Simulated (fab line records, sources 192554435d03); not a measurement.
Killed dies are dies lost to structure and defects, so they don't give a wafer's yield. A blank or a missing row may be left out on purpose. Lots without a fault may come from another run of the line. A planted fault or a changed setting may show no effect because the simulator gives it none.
fab line records | flow n5_finfet
record lots=7 wafers=21 last_day=17
route steps=1938 shown SD_EPI_N@275 SD_EPI_P@305 SD_ACTIVATION@334 BEOL_M4@1111 PASSIVATION@1936
lots that met no fault: from a run of the same line without faults
start_h: hours from the record's first day to the start of the lot's first wafer shown | wait_h: hours since the lot's step before | " the same as in the row above | L1.1+2: a row that stands for several wafers | - no value, or no start given | * or withheld: withheld | < > ~ a bound
route shown NAME@n: a module of which the file shows steps, and the number in the route of the first | usual: mean/standard deviation of fault-free wafers | same: alike in all rows | chamber/n: place in a boat | sites: the reading at each site | _std_site: their standard deviation | _edge_site: outer sites' mean less inner sites' | radius_mm: how far each site lies from the wafer's centre | mask NAME#n: copy n | behind: the tool/chamber that last shaped the wafer | hold: why the lot was held/for how many hours/how that ended | device: the transistor (n, p or np) that didn't switch | end of line: the same wafers' tests at the end of the route | a step without rows: its recipe alone | killed: dies lost to structure and defects at the first sort, not the wafer's yield | map: a wafer's dies, x killed, . not, _ none there
set.NAME: the setting as run; set.NAME@STEP: as run at that earlier step | model.NAME: the simulator's own value behind a step, which no gauge read
steps of the route over a sample of lots; a table a step, a row a wafer
services: from which hour (start_h, from the record's first day; less than 0 if before it) a tool's chamber was out of use, for how many hours, and why
## steps
# step N5_SD_EPI_N_ETCH_35
# recipe chemistry=N2/H2 target=SOC overetch_a=1080 mask_material=SiARC temp_c=40 ion_energy_ev=100 source_w=3000 bias_w=133 pressure_mtorr=20 time_s=486 n2_flow_sccm=200 h2_flow_sccm=200
# usual drypump_motor_current_A=5.9/0.54 oes_product_au=0.70/0.07 rf_vpp_V=240.8/1.3 showerhead_plenum_p_Torr=2.54/0.084 throttle_valve_pct=23.9/0.31
# columns lot.wafer tool chamber start_h wait_h drypump_motor_current_A oes_product_au rf_hours_counter_h rf_vpp_V showerhead_plenum_p_Torr throttle_valve_pct
L367.2 rie_diel-02 3 60.09 0.0 5.1 0.63 181 239.6 2.53 24.5
L367.4 " 1 " " 5.5 0.66 170 241.9 2.65 24.1
L367.6 " 2 " " 6.5 0.78 - 240.7 2.58 23.9
L375.3 rie_diel-06 2 109.95 0.0 6.0 0.67 134 238.9 2.44 23.5
L375.5 " 2 " " 5.9 0.67 - 241.0 2.44 23.5
L375.6 " 1 " " 5.7 0.68 - 242.1 2.66 24.2
L379.2 rie_diel-02 3 135.58 0.0 5.1 0.61 212 239.2 2.52 24.5
L379.3 " 1 " " 5.5 0.63 199 241.1 2.63 24.1
L379.5 " 1 " " 5.5 0.63 - 241.7 2.63 24.1
L380.2 rie_diel-04 1 138.36 0.0 5.9 0.60 248 240.2 2.50 24.0
L380.3 " 3 " " 6.0 0.77 40 241.9 2.70 23.7
L380.6 " 2 " " 5.8 0.75 - 240.6 2.47 23.9
L381.1 rie_diel-06 1 145.41 0.0 5.7 0.68 127 242.2 2.66 24.3
L381.3 " 2 " " 6.0 0.66 145 240.4 2.44 23.5
L381.6 " 1 " " 5.7 0.68 - 242.5 2.66 24.2
L382.4 rie_diel-04 2 150.31 0.2 5.8 0.75 - 240.0 2.47 23.9
L382.5 " 3 " " 6.1 0.76 - 242.8 2.69 23.7
L382.6 " 1 " " 5.9 0.60 - 239.9 2.50 24.0
L388.1 rie_diel-04 1 185.60 0.0 5.9 0.87 4 240.5 2.50 23.7
L388.4 " 0 " " 6.6 0.61 248 240.0 2.49 23.8
L388.5 " 2 " " 5.8 0.74 - 240.2 2.47 23.9
# step N5_SD_EPI_N_STRIP_18
# recipe chemistry=SPM time_s=750 temp_c=130 h2so4_h2o2_vol_ratio=4
# usual bath_heat_duty_pct=15.2/1.5
# columns lot.wafer tool chamber start_h wait_h bath_heat_duty_pct
L367.2 wet_bench-02 5 60.87 0.0 15.0
L367.4 " 3 " " 13.3
L367.6 " 2 " " 15.0
L375.3 wet_bench-02 5 110.74 0.0 14.5
L375.5 " 4 " " 15.7
L375.6 " 0 " " 14.5
L379.2 wet_bench-03 7 136.37 0.0 17.6
L379.3 " 2 " " 15.9
L379.5 " 0 " " 14.7
L380.2 wet_bench-05 4 139.15 0.0 16.8
L380.3 " 2 " " 15.7
L380.6 " 5 " " 13.7
L381.1 wet_bench-02 3 146.20 0.0 14.0
L381.3 " 6 " " 16.7
L381.6 " 7 " " 13.7
L382.4 wet_bench-02 6 150.94 0.0 15.5
L382.5 " 1 " " 15.0
L382.6 " 0 " " 13.2
L388.1 wet_bench-03 6 186.39 0.0 13.4
L388.4 " 3 " " 12.3
L388.5 " 7 " " 18.4
# step N5_SD_EPI_N_INSPECT_26
# recipe inspect_instrument=darkfield mode=post_epi
# usual raw_defect_count=204/39
# columns lot.wafer tool chamber start_h wait_h raw_defect_count
L367.2 defect_inspect-02 - 63.94 0.1 224
L367.4 " - " " 294
L367.6 " - " " 279
L375.3 defect_inspect-02 - 114.57 0.1 273
L375.5 " - " " 210
L375.6 " - " " 248
L379.2 defect_inspect-02 - 139.88 0.1 165
L379.3 " - " " 176
L379.5 " - " " 160
L380.2 defect_inspect-01 - 142.21 0.1 172
L380.3 " - " " 155
L380.6 " - " " 175
L381.1 defect_inspect-02 - 149.27 0.1 805
L381.3 " - " " 829
L381.6 " - " " 843
L382.4 defect_inspect-01 - 154.01 0.1 899
L382.5 " - " " 851
L382.6 " - " " 791
L388.1 defect_inspect-01 - 189.47 0.1 166
L388.4 " - " " 164
L388.5 " - " " 149
# step N5_SD_EPI_P_INSPECT_11
# recipe mode=adi inspect_instrument=macro
# usual raw_defect_count=2.1/1.6
# columns lot.wafer tool chamber start_h wait_h raw_defect_count
L367.2 defect_inspect-02 - 64.39 0.0 2
L367.4 " - " " 4
L367.6 " - " " 2
L375.3 defect_inspect-02 - 114.90 0.0 1
L375.5 " - " " 0
L375.6 " - " " 2
L379.2 defect_inspect-02 - 140.21 0.0 1
L379.3 " - " " 1
L379.5 " - " " 2
L380.2 defect_inspect-01 - 142.67 0.0 0
L380.3 " - " " 1
L380.6 " - " " 0
L381.1 defect_inspect-02 - 149.72 0.0 >300
L381.3 " - " " >300
L381.6 " - " " >300
L382.4 defect_inspect-01 - 154.46 0.0 >300
L382.5 " - " " >300
L382.6 " - " " >300
L388.1 defect_inspect-02 - 189.80 0.0 2
L388.4 " - " " 1
L388.5 " - " " 5
# step N5_SD_EPI_P_ETCH_36
# recipe chemistry=CF4 target=SiARC target_depth_a=455 mask_material=CAR-ArF-block time_s=75.8 ion_energy_ev=80 pressure_mtorr=40 source_w=545 bias_w=36 Ar_flow_sccm=100 cf4_flow_sccm=100 ends=cleared
# usual drypump_motor_current_A=5.6/0.58 etch_rf_on_time_s=75.3/1.2 oes_product_au=0.65/0.066 rf_vpp_V=184.4/1.3 showerhead_plenum_p_Torr=2.16/0.082 throttle_valve_pct=15.60/0.19
# columns lot.wafer tool chamber start_h wait_h drypump_motor_current_A etch_rf_on_time_s oes_product_au rf_hours_counter_h rf_vpp_V showerhead_plenum_p_Torr throttle_valve_pct
L367.2 rie_diel-03 1 64.80 0.0 5.5 75.6 0.65 150 184.9 2.22 15.44
L367.4 " 1 " " 5.4 76.1 0.65 - 184.9 2.22 15.45
L367.6 " 0 " " 5.4 75.9 0.62 - 185.8 2.21 15.54
L375.3 rie_diel-03 2 114.97 0.0 5.2 76.1 0.65 131 186.2 2.22 15.46
L375.5 " 0 " " 5.4 75.2 0.61 - 185.9 2.21 15.56
L375.6 " 2 " " 5.2 76.2 0.65 - 185.5 2.22 15.48
L379.2 rie_diel-01 2 140.59 0.0 6.3 74.8 0.64 169 185.4 2.22 15.89
L379.3 " 1 " " 5.8 74.1 0.81 17 187.3 2.27 15.31
L379.5 " 2 " " 6.4 75.4 0.64 - 184.5 2.22 15.90
L380.2 rie_diel-01 1 142.74 0.0 5.8 73.7 0.81 18 185.2 2.27 15.33
L380.3 " 3 " " 4.9 76.0 0.58 239 183.6 2.20 15.67
L380.6 " 3 " " 4.9 75.7 0.59 - 184.0 2.20 15.67
L381.1 rie_diel-03 2 149.79 0.0 5.1 75.5 0.66 142 184.0 2.22 15.50
L381.3 " 0 " " 5.3 76.2 0.61 220 184.7 2.20 15.58
L381.6 " 0 " " 5.4 75.5 0.61 - 185.0 2.20 15.59
L382.4 rie_diel-01 0 154.53 0.0 6.0 75.6 0.59 243 185.2 2.19 15.84
L382.5 " 2 " " 6.4 75.1 0.65 - 183.9 2.22 15.93
L382.6 " 1 " " 5.8 73.9 0.80 - 184.4 2.27 15.33
L388.1 rie_diel-03 0 189.87 0.0 5.3 76.6 0.60 230 185.7 2.20 15.60
L388.4 " 2 " " 5.2 75.9 0.64 153 184.9 2.22 15.51
L388.5 " 0 " " 5.4 76.0 0.60 - 185.1 2.20 15.60
# step N5_SD_EPI_P_ETCHBACK_46
# recipe chemistry=CH3F/O2 mode=anisotropic_etchback target=SiNx target_depth_a=175 stop_on=SiO2 over_etch_frac=0.3 ion_energy_ev=120 pressure_mtorr=30 source_w=395 bias_w=73 Ar_flow_sccm=150 CH3F_flow_sccm=30 O2_flow_sccm=20
# usual drypump_motor_current_A=5.6/0.59 oes_ar_750_au=0.77/0.073 oes_o_777_au=0.77/0.072 oes_product_au=0.65/0.061 rf_vpp_V=296.8/2.6 showerhead_plenum_p_Torr=2.02/0.083 throttle_valve_pct=16.33/0.18
# columns lot.wafer tool chamber start_h wait_h drypump_motor_current_A oes_ar_750_au oes_o_777_au oes_product_au rf_hours_counter_h rf_vpp_V showerhead_plenum_p_Torr throttle_valve_pct
L367.2 rie_diel-03 1 65.18 0.0 5.4 0.75 0.75 0.65 150 299.1 2.09 16.22
L367.4 " 1 " " 5.5 0.75 0.76 0.65 - 299.6 2.09 16.20
L367.6 " 0 " " 5.4 0.73 0.74 0.63 - 300.4 2.07 16.25
L375.3 rie_diel-03 2 115.35 0.0 5.1 0.77 0.77 0.65 131 296.9 2.08 16.21
L375.5 " 0 " " 5.4 0.72 0.72 0.62 - 299.4 2.06 16.29
L375.6 " 2 " " 5.2 0.77 0.77 0.65 - 295.9 2.08 16.20
L379.2 rie_diel-01 2 140.97 0.0 6.3 0.76 0.76 0.64 170 294.0 2.07 16.63
L379.3 " 1 " " 5.8 0.93 0.94 0.80 18 298.5 2.13 16.07
L379.5 " 2 " " 6.3 0.76 0.76 0.64 - 295.6 2.07 16.63
L380.2 rie_diel-01 1 143.12 0.0 5.8 0.94 0.94 0.80 18 297.8 2.13 16.10
L380.3 " 3 " " 4.9 0.69 0.69 0.58 239 296.2 2.06 16.41
L380.6 " 3 " " 4.9 0.69 0.69 0.58 - 296.6 2.06 16.40
L381.1 rie_diel-03 2 150.17 0.0 5.2 0.75 0.76 0.64 142 294.6 2.08 16.23
L381.3 " 0 " " 5.4 0.71 0.72 0.61 220 300.2 2.06 16.30
L381.6 " 0 " " 5.4 0.71 0.72 0.61 - 298.7 2.06 16.29
L382.4 rie_diel-01 0 154.91 0.0 6.0 0.70 0.70 0.59 243 297.3 2.05 16.55
L382.5 " 2 " " 6.4 0.76 0.76 0.64 - 296.5 2.07 16.64
L382.6 " 1 " " 5.8 0.93 0.93 0.79 - 300.4 2.13 16.10
L388.1 rie_diel-03 0 190.25 0.0 5.4 0.70 0.72 0.61 231 299.8 2.05 16.31
L388.4 " 2 " " 5.2 0.75 0.75 0.64 154 295.2 2.08 16.26
L388.5 " 0 " " 5.4 0.71 0.71 0.60 - 300.9 2.05 16.30
# step N5_SD_EPI_P_INSPECT_26
# recipe inspect_instrument=darkfield mode=post_epi
# usual raw_defect_count=175/37
# columns lot.wafer tool chamber start_h wait_h raw_defect_count
L367.2 defect_inspect-01 - 69.50 0.0 169
L367.4 " - " " 217
L367.6 " - " " 160
L375.3 defect_inspect-01 - 118.66 0.0 175
L375.5 " - " " 174
L375.6 " - " " 210
L379.2 defect_inspect-02 - 144.28 0.0 141
L379.3 " - " " 147
L379.5 " - " " 155
L380.2 defect_inspect-01 - 146.43 0.0 169
L380.3 " - " " 109
L380.6 " - " " 153
L381.1 defect_inspect-01 - 153.47 0.0 752
L381.3 " - " " 825
L381.6 " - " " 769
L382.4 defect_inspect-02 - 158.22 0.0 869
L382.5 " - " " 846
L382.6 " - " " 783
L388.1 defect_inspect-01 - 193.56 0.0 156
L388.4 " - " " 140
L388.5 " - " " 181
# step N5_SD_ACTIVATION_INSPECT_02
# recipe inspect_instrument=darkfield mode=post_anneal
# usual raw_defect_count=175/38
# columns lot.wafer tool chamber start_h wait_h raw_defect_count
L367.2 defect_inspect-02 - 70.25 0.1 183
L367.4 " - " " 219
L367.6 " - " " 169
L375.3 defect_inspect-01 - 119.42 0.1 172
L375.5 " - " " 183
L375.6 " - " " 224
L379.2 defect_inspect-01 - 145.04 0.1 144
L379.3 " - " " 137
L379.5 " - " " 147
L380.2 defect_inspect-02 - 147.24 0.1 181
L380.3 " - " " 130
L380.6 " - " " 156
L381.1 defect_inspect-01 - 154.22 0.2 759
L381.3 " - " " 801
L381.6 " - " " 758
L382.4 defect_inspect-02 - 158.99 0.1 860
L382.5 " - " " 859
L382.6 " - " " 780
L388.1 defect_inspect-02 - 194.39 0.2 166
L388.4 " - " " 154
L388.5 " - " " 179
# step N5_BEOL_M4_RC_MEAS_101
# usual DIBL_N=36.3/1 DIBL_P=36.2/1.4 IOFF_N=0.157/0.021 IOFF_P=0.206/0.025 ION_N=673/9 ION_P=461/6.4 SS_N=71.5/0.5 SS_P=73.2/0.47 VT_N=249.9/2.4 VT_P=-250.6/2.9
# columns lot.wafer tool chamber start_h wait_h DIBL_N[mV/V] DIBL_P[mV/V] IOFF_N[nA/um] IOFF_P[nA/um] ION_N[uA/um] ION_P[uA/um] SS_N[mV/dec] SS_P[mV/dec] VT_N[mV] VT_P[mV]
L367.2 prober-02 0 178.17 0.2 36.3 36.9 0.150 0.209 659 457 71.7 72.9 252.3 -251.1
L367.4 " 0 " " 35.5 36.1 0.134 0.194 657 452 71.6 73.6 255.2 -251.2
L367.6 " 0 " " 37.9 38.2 0.171 0.225 669 461 72.7 74.3 250.0 -252.0
L375.3 prober-02 0 215.13 0.3 35.7 34.6 0.132 0.177 668 458 71.7 72.9 250.7 -251.9
L375.5 " 0 " " 37.5 36.7 0.153 0.205 664 458 71.8 73.6 251.9 -251.3
L375.6 " 0 " " 35.7 34.4 0.135 0.174 659 456 71.9 72.6 251.5 -251.5
L379.2 prober-01 0 251.95 0.2 36.6 36.7 0.187 0.259 685 470 71.7 73.0 247.2 -244.2
L379.3 " 0 " " 36.8 36.7 0.202 0.271 687 475 71.7 72.9 243.5 -244.8
L379.5 " 0 " " 36.1 34.8 0.169 0.233 682 471 71.1 72.7 247.3 -248.5
L381.1 prober-01 0 255.63 0.0 36.5 35.7 0.142 0.199 665 454 71.3 73.1 250.0 -250.1
L381.3 " 0 " " 38.0 37.5 0.169 0.228 666 463 71.4 73.5 249.7 -248.1
L381.6 " 0 " " 36.4 35.4 0.138 0.196 658 456 71.1 73.1 250.6 -253.0
L380.2 prober-02 0 263.53 0.2 35.6 35.0 0.139 0.220 666 466 71.5 72.8 251.5 -247.1
L380.3 " 0 " " 37.0 35.2 0.150 0.224 671 462 71.8 73.1 250.7 -247.0
L380.6 " 0 " " 36.3 35.1 0.145 0.217 661 462 71.1 72.9 251.4 -247.4
L382.4 prober-02 0 268.79 0.5 35.6 35.9 0.151 0.179 665 455 70.6 73.3 248.0 -254.9
L382.5 " 0 " " 36.8 37.1 0.173 0.206 666 455 71.6 72.8 250.0 -251.5
L382.6 " 0 " " 36.5 37.8 0.172 0.214 678 463 71.6 73.4 248.5 -252.5
L388.1 prober-02 0 306.57 0.0 36.6 39.0 0.183 0.210 688 469 71.7 73.4 246.7 -247.7
L388.4 " 0 " " 37.6 40.5 0.208 0.230 697 462 71.7 73.7 247.3 -248.8
L388.5 " 0 " " 36.7 38.5 0.187 0.207 686 462 72.0 73.4 246.2 -249.5
# step N5_PASSIVATION_PROBE_49
# usual defect_limited_yield=91.1/1.3 killed_at_M0_to_M3=36/10 killed_at_M4_up=14/4.4 killed_at_contacts=14/5.7 killed_at_front_end=39/9.4 killed_at_other=2.9/2.6 killed_dies=105/15 killed_on_rim=14/3.5 killed_open=70/12 killed_short=34/7.1 sort_bin_5_function=5.3/0.77 sort_bin_6_memory=3.3/0.66 sort_n_pass=1075/15 sort_yield_pct=91.1/1.3
# same gross_dies=1180 killed_at_back_side=0 sort_bin_4_leakage[%]=0 sort_bin_8_speed[%]=0
# columns lot.wafer tool chamber start_h wait_h defect_limited_yield[%] killed_at_M0_to_M3 killed_at_M4_up killed_at_contacts killed_at_front_end killed_at_other killed_dies killed_on_rim killed_open killed_short sort_bin_5_function[%] sort_bin_6_memory[%] sort_n_pass sort_yield_pct[%]
L381.1 prober-02 - 351.94 0.0 86.9 32 9 9 105 0 155 31 55 31 6.9 4.2 1025 86.9
L381.3 prober-02 - 352.04 0.1 85.3 24 11 11 125 2 173 30 56 25 8.4 4.0 1007 85.3
L381.6 prober-02 - 352.19 0.3 83.3 45 11 21 119 1 197 37 75 30 10.5 4.2 983 83.3
L382.4 prober-02 - 362.90 0.2 83.8 33 14 17 122 5 191 31 76 29 10.1 4.2 989 83.8
L382.5 prober-02 - 362.95 0.2 80.9 17 18 6 182 2 225 14 58 33 11.4 4.4 955 80.9
L382.6 prober-02 - 363.00 0.3 84.4 13 14 11 145 1 184 23 42 31 9.6 2.8 996 84.4
# killed by level:class
L381.1 SD_EPI_N:unspecified=69 FIN_SAQP:geometric_particle:short=8 BEOL_M2:geometric_particle:open=7 STI_FIN_REVEAL:geometric_particle:open=6 DUMMY_GATE:geometric_particle:open=5 MOL_CONTACT_COAG:geometric_particle:open=5 BEOL_M0_SAQP:geometric_particle:open=5 BEOL_M1:geometric_particle:short=5
L381.3 SD_EPI_N:unspecified=92 STI_FIN_REVEAL:geometric_particle:open=11 MOL_CONTACT_COAG:geometric_particle:open=10 BEOL_M1:geometric_particle:open=8 FIN_SAQP:geometric_particle:short=5 FIN_SAQP:geometric_particle:open=4 GATE_CUT:geometric_particle:short=4 BEOL_M6:geometric_particle:open=4
L381.6 SD_EPI_N:unspecified=91 MOL_CONTACT_COAG:geometric_particle:open=20 BEOL_M1:geometric_particle:open=11 BEOL_M0_SAQP:geometric_particle:open=8 BEOL_M3:geometric_particle:open=8 BEOL_M0_SAQP:geometric_particle:short=7 FIN_SAQP:geometric_particle:open=6 FIN_SAQP:geometric_particle:short=6
L382.4 SD_EPI_N:unspecified=85 MOL_CONTACT_COAG:geometric_particle:open=14 BEOL_M0_SAQP:geometric_particle:short=9 BEOL_M4:geometric_particle:open=9 BEOL_M0_SAQP:geometric_particle:open=9 DUMMY_GATE:geometric_particle:open=8 STI_FIN_REVEAL:geometric_particle:open=8 GATE_CUT:geometric_particle:short=8
L382.5 SD_EPI_N:unspecified=128 FIN_SAQP:geometric_particle:short=14 FIN_SAQP:geometric_particle:open=10 BEOL_M4:geometric_particle:open=10 STI_FIN_REVEAL:geometric_particle:open=7 DUMMY_GATE:geometric_particle:open=5 BEOL_M1:geometric_particle:open=3 GATE_CUT:geometric_particle:short=3
L382.6 SD_EPI_N:unspecified=109 STI_FIN_REVEAL:geometric_particle:open=8 BEOL_M4:geometric_particle:open=8 FIN_SAQP:geometric_particle:short=6 MOL_CONTACT_COAG:geometric_particle:open=6 FIN_SAQP:geometric_particle:open=5 MOL_CONTACT_COAG:geometric_particle:short=5 STARTING-WAFER:geometric_particle:short=4
## services
# columns tool chamber start_h hours kind
wet_bench-02 - 65.84 1.8 repair
rie_diel-01 1 67.90 - clean
rie_diel-01 1 67.90 - consumable_replace:focus_ring
rie_diel-01 1 67.90 - consumable_replace:showerhead
rie_diel-01 1 67.90 21.2 scheduled_down
rie_diel-01 1 67.90 21.2 vent_cycle
rie_diel-02 0 85.26 - clean
rie_diel-02 0 85.26 - consumable_replace:focus_ring
rie_diel-03 1 95.95 26.3 repair
rie_diel-04 0 96.47 9.4 repair
rie_diel-04 1 108.49 18.2 repair
rie_diel-01 3 132.83 3.4 repair
rie_diel-03 - 137.82 2.8 pm
rie_diel-04 1 151.30 - clean
rie_diel-04 1 151.30 - consumable_replace:focus_ring
rie_diel-04 1 151.30 20.6 scheduled_down
rie_diel-04 1 151.30 20.6 vent_cycle
rie_diel-06 2 154.30 2.7 repair
rie_diel-01 0 171.33 5.5 repair
rie_diel-01 3 177.07 - clean
rie_diel-01 3 177.07 - consumable_replace:focus_ring
rie_diel-01 3 177.07 20.5 scheduled_down
rie_diel-01 3 177.07 20.5 vent_cycle
rie_diel-02 - 187.98 14.6 pm
## key
first_sign step=N5_SD_EPI_N_INSPECT_26 reading=raw_defect_count direction=up sigmas=16 usual=204 struck=836
effect step=N5_SD_EPI_P_INSPECT_11 reading=raw_defect_count direction=up sigmas=99+ usual=2.1 struck=>300
effect step=N5_SD_EPI_P_INSPECT_26 reading=raw_defect_count direction=up sigmas=17 usual=175 struck=807
effect step=N5_SD_ACTIVATION_INSPECT_02 reading=raw_defect_count direction=up sigmas=16 usual=175 struck=803
effect step=N5_PASSIVATION_PROBE_49 reading=killed_at_front_end direction=up sigmas=10 usual=39 struck=133
more_kills_born_at N5_SD_EPI_N_STRIP_18@wet_bench-02=574
met_at N5_SD_EPI_N_STRIP_18
struck_lots L381,L382
not_acting_at N5_SD_EPI_N_ETCH_35,N5_SD_EPI_P_ETCH_36,N5_SD_EPI_P_ETCHBACK_46
onset_between 110.74 146.20
fault kind=chamber_particle_source tool=wet_bench-02 chamber=- onset_h=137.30 steps=N5_SD_EPI_N_STRIP_18 rate_per_visit_cm2=1.0118 end_h=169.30
